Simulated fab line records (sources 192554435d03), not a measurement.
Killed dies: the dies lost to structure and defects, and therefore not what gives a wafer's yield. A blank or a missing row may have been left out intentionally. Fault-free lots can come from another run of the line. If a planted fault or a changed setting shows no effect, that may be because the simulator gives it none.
Matching of chambers + flow n5 finfet + N5_GATE_CUT_SAC_CAP_01 on ald sin-02: 4 sister chambers
The step material SiNx, target thk 24 nm, pulse time 1 s, ald cycles 480. 8 wafers are shown with their chamber, then 9 later ones without.

== WAFERS, EACH WITH ITS CHAMBER ==
| wafer  | chamber | heater power w (W) | precursor pulse height rel |
|--------|---------|--------------------|----------------------------|
| L079.4 | 1       | 698                | 1.027                      |
| L080.2 | 0       | 959                | 1.007                      |
| L083.3 | 0       | 976                | 0.979                      |
| L083.4 | 2       | 735                | 0.979                      |
| L083.5 | 3       | 738                | 0.991                      |
| L091.1 | 3       | 757                | 1.028                      |
| L091.4 | 2       | 748                | 1.018                      |
| L091.5 | 1       | 716                | 1.011                      |

== WAFERS WITHOUT THEIR CHAMBER ==
| wafer  | heater power w (W) | precursor pulse height rel |
|--------|--------------------|----------------------------|
| L092.1 | 959                | 0.967                      |
| L092.2 | 741                | 1.001                      |
| L092.4 | 700                | 0.988                      |
| L093.1 | 756                | 1.009                      |
| L093.3 | 744                | 1.004                      |
| L093.4 | 961                | 1.012                      |
| L095.2 | 953                | 1.019                      |
| L095.3 | 759                | 1.037                      |
| L095.5 | 972                | 1.042                      |

== EACH ONE'S CHAMBER ==
| wafer  | from the rows above     | in truth |
|--------|-------------------------|----------|
| L092.1 | 0                       | 0        |
| L092.2 | can't be placed: 2 or 3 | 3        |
| L092.4 | can't be placed: 1 or 2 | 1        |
| L093.1 | can't be placed: 3 or 2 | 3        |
| L093.3 | can't be placed: 2 or 3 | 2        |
| L093.4 | 0                       | 0        |
| L095.2 | 0                       | 0        |
| L095.3 | can't be placed: 3 or 2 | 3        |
| L095.5 | 0                       | 0        |
Correctly placed: 4 of 9. Can't be placed from these rows: 5 (the true chamber is among the candidates in 5). Placed wrongly: 0.
How it was worked out, from the rows above alone: a wafer's distance from a chamber is the root of the sum, over the readings, of the square of ((its reading less the chamber's mean) divided by the reading's scatter). If the next closest chamber is less than 2 further off than the closest, the wafer can't be placed; otherwise it belongs to the closest. The mean given for a chamber averages the wafers shown for that chamber. The scatter: take each reading less its chamber's mean, square it, sum over the shown wafers, divide by the number of wafers less the number of chambers, and take the root.
